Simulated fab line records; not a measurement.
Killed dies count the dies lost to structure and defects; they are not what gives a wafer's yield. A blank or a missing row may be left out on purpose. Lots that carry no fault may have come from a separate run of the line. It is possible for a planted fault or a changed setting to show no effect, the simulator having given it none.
fab line records	flow n5-finfet
record: lots: 24	wafers: 72	last-day: 18
route steps=1938 shown BEOL_M15@1773 MIM_TOP_ETCH@1851 MIM_BOT_LITHO@1862
lots that met no fault: taken from a fault-free run of the same line
start-h: hours from the record's first day to the start of the lot's first wafer shown	wait-h: how many hours have passed since the lot's step before this one	" the same as in the row above	L1.1+2: a single row standing in for several wafers	- either no value or no given start	* or withheld: withheld	< > ~ a bound
route shown NAME@n: a module of which the file shows steps, and the number in the route of the first	usual: mean/standard deviation of fault-free wafers	same: alike in all rows	chamber/n: place in a boat	sites: per-site readings	_std_site: their standard deviation	_edge_site: mean of outer sites minus mean of inner sites	radius-mm: for every site, how far away it sits from the centre of the wafer	mask NAME#n: copy n	behind: tool/chamber where the wafer was last shaped	hold: why the lot went on hold/how many hours it stayed there/how the hold came to an end	device: the transistor (n, p or np) that didn't switch	end of line: tests run on the same wafers once the route is complete	where a step has no rows: the recipe by itself	killed: the dies lost at the first sort to structure and to defects; this is not the yield of the wafer	map: dies across one wafer; x = killed, . = not, _ = none there
set.NAME: the setting the step ran with; set.NAME@STEP: the setting that earlier step ran with	model.NAME: the simulator's own value behind a step, which no gauge read
steps of the route over a sample of lots; a table a step, a row a wafer
services: the hour from which a tool's chamber was out of use, counted from the record's first day as start-h (under 0 if before that day), plus the number of hours and why
== steps ==
step: N5_BEOL_M15_ILD_DEP_00
recipe: material: SiO2	target-thk-a: 16293	temp-c: 400	precursor: TEOS/O2	pressure-torr: 6.5	rf-w: 900	teos-flow-sccm: 161.4	gas: O2	flow-sccm: 2650	time-s: 346.1
usual: heater-power-w: 494/66	showerhead-plenum-p-Torr: 8.36/0.054	throttle-valve-pct: 18.5/0.58
lot.wafer	tool	chamber	start-h	wait-h	heater-power-w	showerhead-plenum-p-Torr	throttle-valve-pct
L075.3	pecvd-04	0	237.04	0.0	544	8.29	18.1
L075.4	"	0	"	"	413	8.31	18.1
L075.6	"	1	"	"	439	8.28	18.8
L074.2	pecvd-04	2	252.94	0.0	553	8.38	19.1
L074.5	"	2	"	"	398	8.38	19.2
L074.6	"	1	"	"	432	8.30	19.1
L077.1	pecvd-02	2	253.46	0.0	507	8.35	18.0
L077.2	"	0	"	"	462	8.33	17.8
L077.3	"	2	"	"	576	8.36	17.6
L076.1	pecvd-03	1	256.89	0.0	608	8.38	19.1
L076.3	"	0	"	"	429	8.47	17.8
L076.5	"	0	"	"	496	8.44	17.6
L079.3	pecvd-03	0	266.17	0.0	431	8.43	17.9
L079.5	"	1	"	"	572	8.36	19.4
L079.6	"	0	"	"	508	8.43	18.0
L078.1	pecvd-02	2	270.13	0.0	564	8.36	17.8
L078.5	"	0	"	"	353	8.33	17.7
L078.6	"	2	"	"	453	8.34	17.8
L080.3	pecvd-03	2	276.57	0.0	569	8.41	18.2
L080.4	"	0	"	"	404	8.46	17.9
L080.6	"	2	"	"	470	8.42	18.2
L081.3	pecvd-04	1	285.73	0.0	577	8.29	19.3
L081.4	"	0	"	"	414	8.26	18.2
L081.5	"	2	"	"	408	8.38	19.0
L082.2	pecvd-02	1	285.87	0.0	538	8.30	18.5
L082.3	"	0	"	"	403	8.33	17.8
L082.6	"	2	"	"	438	8.37	17.9
L083.2	pecvd-02	1	292.94	0.0	429	8.28	18.2
L083.5	"	0	"	"	450	8.35	18.1
L083.6	"	2	"	"	608	8.36	17.8
L084.1	pecvd-03	2	309.15	0.0	570	8.39	18.0
L084.3	"	0	"	"	495	8.45	17.8
L084.5	"	0	"	"	524	8.45	17.8
L085.1	pecvd-04	1	310.01	0.0	577	8.30	19.3
L085.3	"	0	"	"	513	8.25	18.0
L085.4	"	0	"	"	421	8.26	18.0
L086.2	pecvd-03	1	322.01	0.0	598	8.37	19.3
L086.4	"	0	"	"	405	8.44	18.2
L086.5	"	2	"	"	582	8.41	18.7
L087.1	pecvd-03	0	340.59	0.0	528	8.44	18.0
L087.4	"	0	"	"	404	8.44	18.0
L087.5	"	1	"	"	573	8.35	19.3
L089.1	pecvd-04	0	344.02	0.0	448	8.26	18.0
L089.4	"	0	"	"	534	8.27	18.2
L089.6	"	2	"	"	530	8.38	19.2
L088.2	pecvd-03	0	344.26	0.0	460	8.44	17.5
L088.5	"	2	"	"	456	8.39	18.5
L088.6	"	1	"	"	560	8.36	19.5
L090.2	pecvd-02	2	352.93	0.0	531	8.35	17.9
L090.4	"	2	"	"	583	8.34	18.1
L090.5	"	1	"	"	400	8.29	18.5
L091.2	pecvd-03	2	353.60	0.0	579	8.41	18.5
L091.5	"	0	"	"	553	8.44	18.2
L091.6	"	2	"	"	456	8.40	18.2
L093.1	pecvd-03	1	369.93	0.0	548	8.35	19.3
L093.2	"	0	"	"	534	8.45	18.1
L093.6	"	1	"	"	592	8.36	19.3
L094.1	pecvd-04	1	370.43	0.0	550	8.30	18.9
L094.4	"	2	"	"	409	8.37	19.5
L094.5	"	0	"	"	408	8.30	17.9
L092.4	pecvd-02	0	370.95	0.1	352	8.35	18.2
L092.5	"	1	"	"	399	8.27	18.6
L092.6	"	2	"	"	543	8.35	18.1
L095.1	pecvd-03	1	374.80	0.0	614	8.35	19.3
L095.3	"	2	"	"	587	8.38	18.4
L095.4	"	0	"	"	542	8.45	18.1
L096.3	pecvd-04	0	383.78	0.1	408	8.28	17.8
L096.4	"	2	"	"	525	8.38	19.4
L096.6	"	0	"	"	503	8.31	18.2
L097.2	pecvd-03	0	407.03	0.0	466	8.43	18.0
L097.3	"	2	"	"	483	8.40	18.7
L097.5	"	0	"	"	537	8.42	17.9
step: N5_BEOL_M15_THK_MEAS_01
recipe: reads: SiO2_of_BEOL_M15_ILD_DEP_00
usual: M15_ILD_THK: 1631/28
lot.wafer	tool	chamber	start-h	wait-h	M15_ILD_THK[nm]
L075.3	film-metro-02	-	237.30	0.1	1642
L075.4	"	-	"	"	1690
L075.6	"	-	"	"	1671
L074.2	film-metro-01	-	253.19	0.1	1629
L074.5	"	-	"	"	1657
L074.6	"	-	"	"	1681
L077.1	film-metro-01	-	253.82	0.2	1588
L077.2	"	-	"	"	1603
L077.3	"	-	"	"	1617
L076.1	film-metro-01	-	257.14	0.1	1608
L076.3	"	-	"	"	1618
L076.5	"	-	"	"	1648
L079.3	film-metro-01	-	266.44	0.2	1618
L079.5	"	-	"	"	1639
L079.6	"	-	"	"	1638
L078.1	film-metro-01	-	270.38	0.1	1624
L078.5	"	-	"	"	1647
L078.6	"	-	"	"	1626
L080.3	film-metro-01	-	276.82	0.1	1635
L080.4	"	-	"	"	1665
L080.6	"	-	"	"	1656
L081.3	film-metro-01	-	285.98	0.1	1653
L081.4	"	-	"	"	1651
L081.5	"	-	"	"	1678
L082.2	film-metro-01	-	286.14	0.2	1613
L082.3	"	-	"	"	1582
L082.6	"	-	"	"	1610
L083.2	film-metro-01	-	293.19	0.1	1592
L083.5	"	-	"	"	1627
L083.6	"	-	"	"	1633
L084.1	film-metro-01	-	309.40	0.1	1624
L084.3	"	-	"	"	1574
L084.5	"	-	"	"	1616
L085.1	film-metro-01	-	310.26	0.1	1632
L085.3	"	-	"	"	1631
L085.4	"	-	"	"	1640
L086.2	film-metro-02	-	322.26	0.1	1615
L086.4	"	-	"	"	1568
L086.5	"	-	"	"	1616
L087.1	film-metro-01	-	341.05	0.3	1598
L087.4	"	-	"	"	1595
L087.5	"	-	"	"	1654
L089.1	film-metro-02	-	344.27	0.1	1631
L089.4	"	-	"	"	1639
L089.6	"	-	"	"	1687
L088.2	film-metro-01	-	344.51	0.1	1566
L088.5	"	-	"	"	1654
L088.6	"	-	"	"	1641
L090.2	film-metro-02	-	353.18	0.1	1610
L090.4	"	-	"	"	1637
L090.5	"	-	"	"	1644
L091.2	film-metro-01	-	353.87	0.2	1619
L091.5	"	-	"	"	1615
L091.6	"	-	"	"	1656
L093.1	film-metro-02	-	370.19	0.1	1627
L093.2	"	-	"	"	1591
L093.6	"	-	"	"	1647
L094.1	film-metro-02	-	370.68	0.1	1634
L094.4	"	-	"	"	1690
L094.5	"	-	"	"	1647
L092.4	film-metro-01	-	371.09	0.0	1628
L092.5	"	-	"	"	1631
L092.6	"	-	"	"	1631
L095.1	film-metro-02	-	375.05	0.1	1627
L095.3	"	-	"	"	1637
L095.4	"	-	"	"	1632
L096.3	film-metro-01	-	384.03	0.1	1647
L096.4	"	-	"	"	1658
L096.6	"	-	"	"	1648
L097.2	film-metro-01	-	407.28	0.1	1575
L097.3	"	-	"	"	1580
L097.5	"	-	"	"	1598
step: N5_BEOL_M15_STRIP_62
recipe: chemistry: O2	power-w: 600	temp-c: 60	pressure-mtorr: 30	rf-frequency-hz: 6e+07	bias-power-w: 0	overash-fraction: 0.3	o2-flow-sccm: 225
usual: drypump-motor-current-A: 5.6/0.42	oes-product-au: 0.82/0.084	rf-vpp-V: 3.7/0.5	showerhead-plenum-p-Torr: 2.06/0.076	throttle-valve-pct: 16.47/0.18
same: overash-fraction: 0.3
lot.wafer	tool	chamber	start-h	wait-h	drypump-motor-current-A	oes-product-au	rf-hours-counter-h	rf-vpp-V	showerhead-plenum-p-Torr	throttle-valve-pct
L075.3	rie-diel-01	1	-	-	5.8	0.82	93	3.5	2.03	16.38
L075.4	"	3	"	"	5.6	0.74	-	3.5	2.17	16.52
L075.6	"	2	"	"	5.2	0.76	-	3.8	2.02	16.67
L074.2	rie-diel-01	0	-	-	5.0	0.90	28	4.5	2.06	16.32
L074.5	"	0	"	"	4.9	0.89	-	4.4	2.06	16.31
L074.6	"	1	"	"	5.8	0.82	-	3.0	2.03	16.40
L077.1	rie-diel-03	2	-	-	5.0	0.89	34	4.4	2.12	16.24
L077.2	"	3	"	"	5.7	0.65	267	3.2	2.06	16.91
L077.3	"	1	"	"	6.3	0.92	12	3.7	2.15	16.70
L076.1	rie-diel-04	2	-	-	6.2	0.84	73	3.5	2.12	16.23
L076.3	"	3	"	"	5.2	0.66	230	3.3	1.98	16.62
L076.5	"	1	"	"	5.7	0.73	-	4.1	1.93	16.55
L079.3	rie-diel-01	2	-	-	5.2	0.76	163	3.0	2.02	16.67
L079.5	"	3	"	"	5.6	0.74	-	4.4	2.17	16.53
L079.6	"	2	"	"	5.2	0.75	-	4.0	2.02	16.66
L078.1	rie-diel-01	2	-	-	5.2	0.74	165	3.0	2.02	16.67
L078.5	"	3	"	"	5.6	0.73	-	3.4	2.17	16.52
L078.6	"	1	"	"	5.8	0.81	-	3.9	2.02	16.41
L080.3	rie-diel-04	0	-	-	5.8	0.97	5	3.2	2.05	16.50
L080.4	"	2	"	"	6.2	0.86	79	4.1	2.12	16.22
L080.6	"	0	"	"	5.8	0.96	-	3.3	2.05	16.51
L081.3	rie-diel-03	1	-	-	6.3	0.88	22	4.2	2.14	16.71
L081.4	"	0	"	"	6.1	0.97	9	3.2	2.04	16.05
L081.5	"	0	"	"	6.0	0.96	-	4.0	2.04	16.05
L082.2	rie-diel-01	1	-	-	5.8	0.81	110	3.9	2.02	16.43
L082.3	"	2	"	"	5.2	0.75	169	3.8	2.01	16.68
L082.6	"	0	"	"	4.9	0.88	-	3.2	2.06	16.32
L083.2	rie-diel-03	0	-	-	6.0	0.97	12	3.6	2.03	16.06
L083.5	"	1	"	"	6.3	0.89	-	4.6	2.14	16.73
L083.6	"	2	"	"	5.0	0.87	-	3.8	2.11	16.29
L084.1	rie-diel-03	2	-	-	5.1	0.86	50	4.7	2.11	16.28
L084.3	"	3	"	"	5.7	0.94	9	3.6	2.06	16.46
L084.5	"	2	"	"	5.0	0.86	-	3.3	2.11	16.28
L085.1	rie-diel-04	3	-	-	5.2	0.66	245	3.7	1.98	16.65
L085.3	"	2	"	"	6.2	0.83	89	3.6	2.11	16.25
L085.4	"	0	"	"	5.7	0.93	14	4.3	2.05	16.51
L086.2	rie-diel-04	1	-	-	5.7	0.73	184	3.6	1.92	16.57
L086.4	"	2	"	"	6.2	0.83	92	4.3	2.11	16.27
L086.5	"	1	"	"	5.7	0.73	-	3.8	1.92	16.56
L087.1	rie-diel-04	0	-	-	5.8	0.89	24	3.4	2.04	16.54
L087.4	"	1	"	"	5.7	0.71	-	3.9	1.92	16.58
L087.5	"	0	"	"	5.8	0.90	-	3.2	2.04	16.53
L089.1	rie-diel-03	0	-	-	6.0	0.91	26	3.4	2.03	16.07
L089.4	"	2	"	"	5.0	0.84	61	3.4	2.11	16.32
L089.6	"	1	"	"	6.3	0.86	-	4.6	2.14	16.74
L088.2	rie-diel-01	2	-	-	5.2	0.73	188	3.8	2.01	16.70
L088.5	"	1	"	"	5.8	0.79	-	3.4	2.02	16.45
L088.6	"	0	"	"	5.0	0.85	-	3.6	2.05	16.36
L090.2	rie-diel-04	1	-	-	5.7	0.72	197	4.0	1.91	16.61
L090.4	"	1	"	"	5.7	0.72	-	3.7	1.91	16.60
L090.5	"	2	"	"	6.2	0.81	-	3.2	2.11	16.26
L091.2	rie-diel-01	3	-	-	5.6	0.71	211	2.6	2.16	16.57
L091.5	"	2	"	"	5.2	0.73	-	3.1	2.01	16.72
L091.6	"	1	"	"	5.8	0.80	-	3.8	2.01	16.46
L093.1	rie-diel-03	3	-	-	5.7	0.89	28	4.0	2.05	16.49
L093.2	"	0	"	"	6.1	0.90	35	4.3	2.03	16.10
L093.6	"	1	"	"	6.3	0.84	-	3.7	2.13	16.74
L094.1	rie-diel-01	2	-	-	5.2	0.73	195	3.8	2.01	16.72
L094.4	"	1	"	"	5.8	0.79	133	4.1	2.01	16.47
L094.5	"	0	"	"	5.0	0.85	-	4.2	2.05	16.39
L092.4	rie-diel-01	2	-	-	5.2	0.73	195	3.6	2.01	16.72
L092.5	"	0	"	"	5.0	0.84	-	4.0	2.05	16.40
L092.6	"	3	"	"	5.6	0.70	-	3.1	2.16	16.56
L095.1	rie-diel-04	0	-	-	5.7	0.89	36	3.5	2.04	16.55
L095.3	"	1	"	"	5.7	0.71	203	4.0	1.91	16.61
L095.4	"	3	"	"	5.2	0.96	6	4.0	2.23	16.20
L096.3	rie-diel-04	2	-	-	6.2	0.80	114	4.5	2.11	16.30
L096.4	"	3	"	"	5.1	0.95	8	4.2	2.23	16.21
L096.6	"	0	"	"	5.8	0.88	-	3.6	2.04	16.56
L097.2	rie-diel-04	3	-	-	5.2	0.94	16	3.9	2.23	16.23
L097.3	"	0	"	"	5.8	0.87	45	3.4	2.04	16.57
L097.5	"	0	"	"	5.7	0.87	-	3.9	2.04	16.58
step: N5_MIM_TOP_ETCH_ETCH_00
recipe: chemistry: Cl2/BCl3	target: TiN	target-depth-a: 385	ion-energy-ev: 150	pressure-mtorr: 10	icp-w: 1000	bias-w: 126	Cl2_flow_sccm: 53.25	bcl3-flow-sccm: 21.75	Ar_flow_sccm: 25
usual: bias-w: 126.0/0.38	drypump-motor-current-A: 5.8/0.72	oes_ar_750_au: 0.84/0.082	oes-product-au: 0.84/0.081	throttle-valve-pct: 22.70/0.29
lot.wafer	tool	chamber	start-h	wait-h	bias-w	drypump-motor-current-A	oes_ar_750_au	oes-product-au	rf-hours-counter-h	throttle-valve-pct
L075.3	rie-metal-02	1	246.98	0.1	125.9	5.2	0.90	0.89	-	22.34
L075.4	"	0	"	"	125.8	5.5	1.04	0.99	-	22.35
L075.6	"	0	"	"	125.5	5.5	1.03	0.99	-	22.36
L074.2	rie-metal-01	1	264.64	0.1	126.1	6.5	0.78	0.76	-	22.95
L074.5	"	1	"	"	125.8	6.5	0.77	0.76	-	22.95
L074.6	"	1	"	"	125.4	6.5	0.78	0.76	-	22.95
L077.1	rie-metal-03	1	265.29	0.1	125.5	6.8	0.77	0.76	51	22.68
L077.2	"	1	"	"	126.1	6.8	0.76	0.77	-	22.67
L077.3	"	1	"	"	126.4	6.8	0.76	0.76	-	22.67
L076.1	rie-metal-01	1	265.64	0.1	125.8	6.5	0.78	0.76	52	22.93
L076.3	"	1	"	"	126.5	6.6	0.77	0.75	-	22.94
L076.5	"	1	"	"	125.7	6.5	0.77	0.76	-	22.93
L079.3	rie-metal-02	1	275.35	0.1	125.8	5.2	0.89	0.88	-	22.34
L079.5	"	0	"	"	125.5	5.5	1.00	0.96	-	22.35
L079.6	"	1	"	"	125.7	5.2	0.89	0.88	-	22.33
L078.1	rie-metal-03	0	280.56	0.1	126.0	5.0	0.91	0.94	1	22.28
L078.5	"	1	"	"	126.0	6.8	0.75	0.76	-	22.68
L078.6	"	0	"	"	126.3	5.0	0.91	0.93	-	22.29
L080.3	rie-metal-03	0	287.18	0.1	126.4	5.1	0.89	0.92	-	22.31
L080.4	"	1	"	"	125.7	6.8	0.76	0.76	-	22.67
L080.6	"	1	"	"	125.7	6.8	0.76	0.76	-	22.67
L081.3	rie-metal-03	0	295.35	0.1	125.9	5.1	0.90	0.92	-	22.28
L081.4	"	1	"	"	125.7	6.7	0.75	0.77	-	22.68
L081.5	"	1	"	"	126.0	6.8	0.75	0.76	-	22.67
L082.2	rie-metal-01	1	298.67	0.1	126.2	6.5	0.76	0.75	55	22.95
L082.3	"	1	"	"	126.0	6.5	0.77	0.75	-	22.95
L082.6	"	1	"	"	125.6	6.6	0.77	0.75	-	22.95
L083.2	rie-metal-01	1	303.86	0.1	125.8	6.5	0.76	0.74	56	22.95
L083.5	"	0	"	"	125.8	5.1	0.92	0.94	-	23.04
L083.6	"	1	"	"	126.5	6.5	0.77	0.75	-	22.95
L084.1	rie-metal-02	0	317.20	0.1	126.0	5.5	0.97	0.93	8	22.37
L084.3	"	0	"	"	126.0	5.5	0.98	0.94	-	22.38
L084.5	"	1	"	"	125.8	5.2	0.88	0.87	-	22.34
L085.1	rie-metal-03	1	321.87	0.1	125.5	6.8	0.75	0.76	58	22.70
L085.3	"	1	"	"	126.2	6.7	0.75	0.76	-	22.68
L085.4	"	1	"	"	125.9	6.8	0.75	0.76	-	22.70
L086.2	rie-metal-01	1	331.62	0.1	126.2	6.5	0.76	0.74	59	22.95
L086.4	"	0	"	"	126.0	5.1	0.89	0.93	-	23.03
L086.5	"	0	"	"	126.2	5.1	0.89	0.92	-	23.02
L087.1	rie-metal-01	1	349.81	0.1	125.5	6.6	0.76	0.75	60	22.96
L087.4	"	0	"	"	125.3	5.1	0.88	0.91	-	23.03
L087.5	"	0	"	"	125.8	5.1	0.87	0.90	-	23.02
L089.1	rie-metal-01	0	355.39	0.1	125.2	5.1	0.87	0.89	7	23.04
L089.4	"	1	"	"	125.7	6.5	0.76	0.74	-	22.96
L089.6	"	1	"	"	125.7	6.6	0.75	0.73	-	22.97
L088.2	rie-metal-02	0	355.43	0.1	125.5	5.4	0.96	0.93	10	22.38
L088.5	"	0	"	"	125.8	5.5	0.96	0.92	-	22.38
L088.6	"	1	"	"	126.3	5.1	0.87	0.86	-	22.35
L090.2	rie-metal-01	0	362.32	0.1	126.4	5.1	0.87	0.89	8	23.03
L090.4	"	1	"	"	124.9	6.6	0.74	0.74	-	22.98
L090.5	"	1	"	"	125.3	6.5	0.75	0.74	-	22.96
L091.2	rie-metal-03	0	369.01	0.1	125.9	5.0	0.85	0.87	7	22.29
L091.5	"	0	"	"	125.5	5.0	0.86	0.87	-	22.31
L091.6	"	1	"	"	125.6	6.7	0.74	0.74	-	22.70
L093.1	rie-metal-02	0	380.52	0.1	125.9	5.5	0.95	0.92	12	22.38
L093.2	"	1	"	"	126.6	5.1	0.86	0.85	23	22.37
L093.6	"	0	"	"	126.6	5.5	0.95	0.92	-	22.40
L094.1	rie-metal-01	0	381.80	0.1	126.5	5.1	0.85	0.89	10	23.03
L094.4	"	1	"	"	125.6	6.5	0.74	0.74	-	22.96
L094.5	"	0	"	"	126.0	5.1	0.85	0.88	-	23.03
L092.4	rie-metal-01	0	382.48	0.1	126.1	5.1	0.85	0.88	-	23.04
L092.5	"	1	"	"	125.6	6.5	0.75	0.73	-	22.96
L092.6	"	0	"	"	126.2	5.1	0.85	0.89	-	23.06
L095.1	rie-metal-01	1	385.80	0.1	125.6	6.5	0.75	0.73	64	22.97
L095.3	"	1	"	"	125.9	6.5	0.75	0.74	-	22.97
L095.4	"	0	"	"	125.8	5.1	0.85	0.88	-	23.05
L096.3	rie-metal-02	0	394.03	0.1	125.7	5.5	0.95	0.92	-	22.38
L096.4	"	1	"	"	125.5	5.2	0.85	0.86	-	22.39
L096.6	"	1	"	"	125.3	5.2	0.85	0.86	-	22.36
L097.2	rie-metal-02	1	415.87	0.1	126.4	5.2	0.85	0.83	25	22.38
L097.3	"	0	"	"	126.1	5.5	0.95	0.91	-	22.39
L097.5	"	0	"	"	126.0	5.5	0.94	0.90	-	22.39
step: N5_MIM_BOT_LITHO_CD_MEAS_08
recipe: target-cd-nm: 3000	landing-energy-ev: 500	detector: se-inlens	polarity: opening
usual: cd-nm: 2999.7/2
lot.wafer	tool	chamber	start-h	wait-h	cd-nm
L075.3	cd-sem-01	0	247.50	-	3000.4
L075.4	"	0	"	"	2996.9
L075.6	"	0	"	"	2996.8
L074.2	cd-sem-03	0	265.43	-	2999.3
L074.5	"	0	"	"	3002.3
L074.6	"	0	"	"	2999.6
L077.1	cd-sem-03	0	266.14	-	2999.3
L077.2	"	0	"	"	3000.5
L077.3	"	0	"	"	3001.3
L076.1	cd-sem-01	0	266.32	-	2998.2
L076.3	"	0	"	"	2997.9
L076.5	"	0	"	"	2999.1
L079.3	cd-sem-01	0	275.87	-	2999.3
L079.5	"	0	"	"	3000.5
L079.6	"	0	"	"	2996.9
L078.1	cd-sem-01	0	281.12	-	2999.9
L078.5	"	0	"	"	3002.3
L078.6	"	0	"	"	2996.5
L080.3	cd-sem-01	0	287.86	-	2996.0
L080.4	"	0	"	"	2997.1
L080.6	"	0	"	"	2996.8
L081.3	cd-sem-01	0	295.88	-	2999.8
L081.4	"	0	"	"	3000.0
L081.5	"	0	"	"	2999.4
L082.2	cd-sem-02	0	299.28	-	2999.9
L082.3	"	0	"	"	2995.5
L082.6	"	0	"	"	2997.0
L083.2	cd-sem-03	0	304.54	-	2999.4
L083.5	"	0	"	"	2998.6
L083.6	"	0	"	"	3001.0
L084.1	cd-sem-03	0	317.89	-	3002.1
L084.3	"	0	"	"	3001.2
L084.5	"	0	"	"	3002.5
L085.1	cd-sem-01	0	322.67	-	2996.9
L085.3	"	0	"	"	2996.6
L085.4	"	0	"	"	3001.2
L086.2	cd-sem-01	0	332.26	-	3000.1
L086.4	"	0	"	"	2998.9
L086.5	"	0	"	"	2997.8
L087.1	cd-sem-02	0	350.52	-	3001.9
L087.4	"	0	"	"	3000.0
L087.5	"	0	"	"	3007.0
L089.1	cd-sem-02	0	356.16	-	2998.8
L089.4	"	0	"	"	3000.7
L089.6	"	0	"	"	2996.6
L088.2	cd-sem-02	0	356.20	-	3000.9
L088.5	"	0	"	"	2999.4
L088.6	"	0	"	"	3001.0
L090.2	cd-sem-03	0	362.88	-	2998.9
L090.4	"	0	"	"	2998.9
L090.5	"	0	"	"	2999.6
L091.2	cd-sem-01	0	369.57	-	2999.1
L091.5	"	0	"	"	2998.7
L091.6	"	0	"	"	2999.9
L093.1	cd-sem-03	0	381.08	-	2999.2
L093.2	"	0	"	"	3002.7
L093.6	"	0	"	"	3004.7
L094.1	cd-sem-03	0	382.61	-	3000.3
L094.4	"	0	"	"	3001.3
L094.5	"	0	"	"	3000.1
L092.4	cd-sem-03	0	383.01	-	3000.4
L092.5	"	0	"	"	2999.2
L092.6	"	0	"	"	3001.3
L095.1	cd-sem-01	0	386.38	-	2999.7
L095.3	"	0	"	"	3001.4
L095.4	"	0	"	"	3002.4
L096.3	cd-sem-01	0	394.64	-	3000.4
L096.4	"	0	"	"	2999.5
L096.6	"	0	"	"	3000.1
L097.2	cd-sem-02	0	416.43	-	2997.6
L097.3	"	0	"	"	2999.6
L097.5	"	0	"	"	2998.6
step: N5_MIM_BOT_LITHO_OVL_MEAS_11
recipe: points-per-wafer: 44
usual: MIM_BOT_OVL: -5/5.8
lot.wafer	tool	chamber	start-h	wait-h	MIM_BOT_OVL[nm]
L075.3	overlay-02	0	247.53	0.0	0
L075.4	"	0	"	"	-5
L075.6	"	0	"	"	-10
L074.2	overlay-01	0	265.46	0.0	10
L074.5	"	0	"	"	-1
L074.6	"	0	"	"	3
L077.1	overlay-01	0	266.17	0.0	-8
L077.2	"	0	"	"	0
L077.3	"	0	"	"	-1
L076.1	overlay-02	0	266.35	0.0	-11
L076.3	"	0	"	"	-12
L076.5	"	0	"	"	-13
L079.3	overlay-01	0	275.90	0.0	-10
L079.5	"	0	"	"	-10
L079.6	"	0	"	"	-19
L078.1	overlay-02	0	281.15	0.0	1
L078.5	"	0	"	"	-6
L078.6	"	0	"	"	-9
L080.3	overlay-02	0	287.89	0.0	-7
L080.4	"	0	"	"	-10
L080.6	"	0	"	"	-9
L081.3	overlay-01	0	295.90	0.0	0
L081.4	"	0	"	"	-3
L081.5	"	0	"	"	9
L082.2	overlay-01	0	299.30	0.0	-9
L082.3	"	0	"	"	-5
L082.6	"	0	"	"	-8
L083.2	overlay-01	0	304.57	0.0	-13
L083.5	"	0	"	"	1
L083.6	"	0	"	"	-4
L084.1	overlay-02	0	317.92	0.0	-4
L084.3	"	0	"	"	-11
L084.5	"	0	"	"	-12
L085.1	overlay-02	0	322.70	0.0	-3
L085.3	"	0	"	"	-7
L085.4	"	0	"	"	-9
L086.2	overlay-01	0	332.29	0.0	-6
L086.4	"	0	"	"	-8
L086.5	"	0	"	"	-3
L087.1	overlay-01	0	350.55	0.0	-12
L087.4	"	0	"	"	-13
L087.5	"	0	"	"	-15
L089.1	overlay-02	0	356.19	0.0	-8
L089.4	"	0	"	"	-5
L089.6	"	0	"	"	-3
L088.2	overlay-02	0	356.23	0.0	-5
L088.5	"	0	"	"	-1
L088.6	"	0	"	"	-8
L090.2	overlay-02	0	362.91	0.0	-2
L090.4	"	0	"	"	-5
L090.5	"	0	"	"	-1
L091.2	overlay-02	0	369.60	0.0	-1
L091.5	"	0	"	"	-3
L091.6	"	0	"	"	-9
L093.1	overlay-01	0	381.11	0.0	-9
L093.2	"	0	"	"	-2
L093.6	"	0	"	"	7
L094.1	overlay-01	0	382.64	0.0	-2
L094.4	"	0	"	"	-6
L094.5	"	0	"	"	-8
L092.4	overlay-01	0	383.03	0.0	-5
L092.5	"	0	"	"	-5
L092.6	"	0	"	"	-8
L095.1	overlay-01	0	386.41	0.0	-4
L095.3	"	0	"	"	-2
L095.4	"	0	"	"	8
L096.3	overlay-02	0	394.67	0.0	-8
L096.4	"	0	"	"	-12
L096.6	"	0	"	"	-11
L097.2	overlay-01	0	416.46	0.0	1
L097.3	"	0	"	"	-9
L097.5	"	0	"	"	3
== services ==
tool	chamber	start-h	hours	kind
rie-diel-01	1	218.33	2.2	repair
rie-diel-04	0	235.68	-	clean
rie-diel-04	-	237.68	2.8	pm
pecvd-03	-	238.67	4.3	pm
rie-metal-01	0	251.92	-	clean
rie-metal-01	0	251.92	19.0	scheduled-down
rie-metal-01	0	251.92	19.0	vent-cycle
pecvd-04	-	254.23	6.0	pm
rie-diel-01	0	254.85	1.3	repair
rie-diel-01	0	269.55	3.6	repair
rie-diel-04	-	288.48	2.1	repair
pecvd-02	-	290.07	1.3	repair
pecvd-03	0	294.01	-	calibration
rie-metal-02	-	298.13	1.4	pm
pecvd-03	1	298.20	5.5	scheduled-down
rie-metal-02	-	303.05	2.8	pm
rie-diel-01	1	305.80	8.6	repair
pecvd-04	-	315.53	0.6	repair
rie-metal-03	0	319.68	5.5	repair
rie-diel-03	1	336.61	1.6	repair
rie-diel-03	2	383.66	6.4	repair
rie-metal-01	1	393.13	1.4	repair
pecvd-04	-	402.59	0.3	repair
pecvd-03	-	403.68	2.8	pm
== key ==
fault none
